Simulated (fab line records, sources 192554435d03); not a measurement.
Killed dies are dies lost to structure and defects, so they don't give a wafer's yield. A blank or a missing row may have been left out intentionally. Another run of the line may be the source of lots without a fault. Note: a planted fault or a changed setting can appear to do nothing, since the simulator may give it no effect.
Matching of chambers :: flow n5_finfet :: N5_HKMG_FIN_CVD_62 on thermal_cvd_si-01: 3 sister chambers
The step deposits a-Si from Si2H6, target thk 3 nm, time 20.8 s. 3 wafers are shown with their chamber, then 12 later ones without.

## WAFERS WITH THEIR CHAMBER
wafer: L088.2
chamber: 0
heater_power_w (W): 1571

wafer: L088.5
chamber: 2
heater_power_w (W): 1603

wafer: L088.6
chamber: 1
heater_power_w (W): 1257

## WAFERS MISSING THEIR CHAMBER
wafer: L090.2
heater_power_w (W): 1235

wafer: L090.4
heater_power_w (W): 1592

wafer: L090.5
heater_power_w (W): 1241

wafer: L092.4
heater_power_w (W): 1599

wafer: L092.5
heater_power_w (W): 1192

wafer: L092.6
heater_power_w (W): 1655

wafer: L094.1
heater_power_w (W): 1531

wafer: L094.4
heater_power_w (W): 1275

wafer: L094.5
heater_power_w (W): 1604

wafer: L096.3
heater_power_w (W): 1616

wafer: L096.4
heater_power_w (W): 1215

wafer: L096.6
heater_power_w (W): 1602

## WHICH CHAMBER EACH ONE RAN IN
wafer: L090.2
from the rows above: 1
in truth: 1

wafer: L090.4
from the rows above: can't be placed: 2 or 0
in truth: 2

wafer: L090.5
from the rows above: 1
in truth: 1

wafer: L092.4
from the rows above: can't be placed: 2 or 0
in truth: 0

wafer: L092.5
from the rows above: 1
in truth: 1

wafer: L092.6
from the rows above: can't be placed: 2 or 0
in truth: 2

wafer: L094.1
from the rows above: can't be placed: 0 or 2
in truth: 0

wafer: L094.4
from the rows above: 1
in truth: 1

wafer: L094.5
from the rows above: can't be placed: 2 or 0
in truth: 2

wafer: L096.3
from the rows above: can't be placed: 2 or 0
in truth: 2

wafer: L096.4
from the rows above: 1
in truth: 1

wafer: L096.6
from the rows above: can't be placed: 2 or 0
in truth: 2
Correctly placed: 5 of 12. Not placeable from these rows: 7 (in 7, the candidates include the true chamber). Number placed wrongly: 0.
How it was worked out, from the rows above alone: a wafer's distance from a chamber is the root of the sum, over the readings, of the square of ((its reading less the chamber's mean) divided by the reading's scatter). If the next closest chamber is less than 2 further off than the closest, the wafer can't be placed; otherwise it belongs to the closest. The mean given for a chamber averages the wafers shown for that chamber. The scatter: root of mean squared gap, hidden wafer to nearest shown wafer, with one shown wafer a chamber.
